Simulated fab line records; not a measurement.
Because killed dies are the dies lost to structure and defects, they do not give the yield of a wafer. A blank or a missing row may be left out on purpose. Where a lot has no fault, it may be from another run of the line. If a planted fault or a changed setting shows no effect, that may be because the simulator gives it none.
Split-lot experiment ; flow n5 finfet ; 21 wafers read from 7 lots, route of 1938 steps

THE SPLIT ITSELF
At N5_BEOL_M11_ILD_DEP_00 (deposits SiCOH lowk from DEMS/porogen, target thk 308.51 nm, time 58 s), the setting time s was moved away from the recipe's 58 s on 11 of the 21 wafers read, by -14.3% to +9.8%. All remaining wafers had this setting at the recipe value.

THE PATH FROM SPLIT TO READING: the file shows 1 step between them
- N5_BEOL_M11_CURE_71: cures SiCOH lowk, time 240 s

THE READING
M11_ILD_THK (nm), taken at N5_BEOL_M11_THK_MEAS_01. Typical for fault-free wafers on this fab line: 269 nm, with standard deviation 4.2 nm.

wafer;tool, chamber at the split;time s as run, s;against the recipe;M11_ILD_THK, nm;against lot-mates on the recipe
L078.1;pecvd-03, 2;63.17;+8.9%;285;no lot-mate on the recipe
L078.3;pecvd-03, 0;63.17;+8.9%;290;no lot-mate on the recipe
L078.4;pecvd-03, 2;63.17;+8.9%;292;no lot-mate on the recipe
L081.1;pecvd-04, 1;63.69;+9.8%;287;no lot-mate on the recipe
L081.2;pecvd-04, 2;63.69;+9.8%;287;no lot-mate on the recipe
L081.6;pecvd-04, 1;63.69;+9.8%;290;no lot-mate on the recipe
L083.1;pecvd-02, 1;58;recipe;267;-
L083.2;pecvd-02, 0;58;recipe;267;-
L083.6;pecvd-02, 2;58;recipe;271;-
L084.1;pecvd-02, 1;58;recipe;266;-
L084.5;pecvd-02, 0;58;recipe;276;-
L084.6;pecvd-02, 2;58;recipe;271;-
L086.2;pecvd-03, 2;58;recipe;267;-
L086.4;pecvd-03, 0;58;recipe;276;-
L086.6;pecvd-03, 1;61.61;+6.2%;292;+20
L087.1;pecvd-03, 0;49.71;-14.3%;229;-43
L087.3;pecvd-03, 1;49.71;-14.3%;229;-43
L087.5;pecvd-03, 1;58;recipe;272;-
L091.1;pecvd-04, 0;62.89;+8.4%;288;+16
L091.2;pecvd-04, 2;62.89;+8.4%;284;+12
L091.5;pecvd-04, 2;58;recipe;272;-

FIT RESULTS
A straight line over all 21 wafers: M11_ILD_THK changes by +2.42 nm for each +1% of time s; r = +0.97; the points scatter about the line by 4.6 nm.
The same after taking each lot's own level away (the mean of its wafers on the recipe; 15 wafers): +2.69 nm for each +1%; r = +0.97; scatter 4.6 nm.
The reading moves by 38 nm for the largest change in time s, on that fit.
The lots' own levels span 268.3 to 272.0 nm, that is 0.9 times the standard deviation above.
So the slope is not independent of the lot-to-lot level: the two fits are not the same.
Check: with one of the wafers moved furthest among these (-14.3%) left out of the fit, the line predicts -37.9 nm for it against its lot-mates. Against them it came out at -43 nm.

THE WHOLE CHAIN: every reading that the file lists as answering this split, in the file's order
step;what it does;reading;change (the file's fit);r (the file's)
N5_BEOL_M11_ILD_DEP_00;deposits SiCOH lowk from DEMS/porogen, target thk 308.51 nm, time 58 s;SiCOH_lowk_of_BEOL_M11_ILD_DEP_00.thk nm (the simulator's own value, which no gauge read);+3.12 nm for each +1% of the setting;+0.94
N5_BEOL_M11_CURE_71;cures SiCOH lowk, time 240 s;SiCOH_lowk_of_BEOL_M11_ILD_DEP_00.thk nm (the simulator's own value, which no gauge read);+2.75 nm for each +1% of the setting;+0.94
N5_BEOL_M11_THK_MEAS_01;;M11_ILD_THK;+2.74 for each +1% of the setting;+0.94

FILE'S OWN FIT
M11_ILD_THK changes by +2.74 nm for each +1% of time s, r = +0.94.
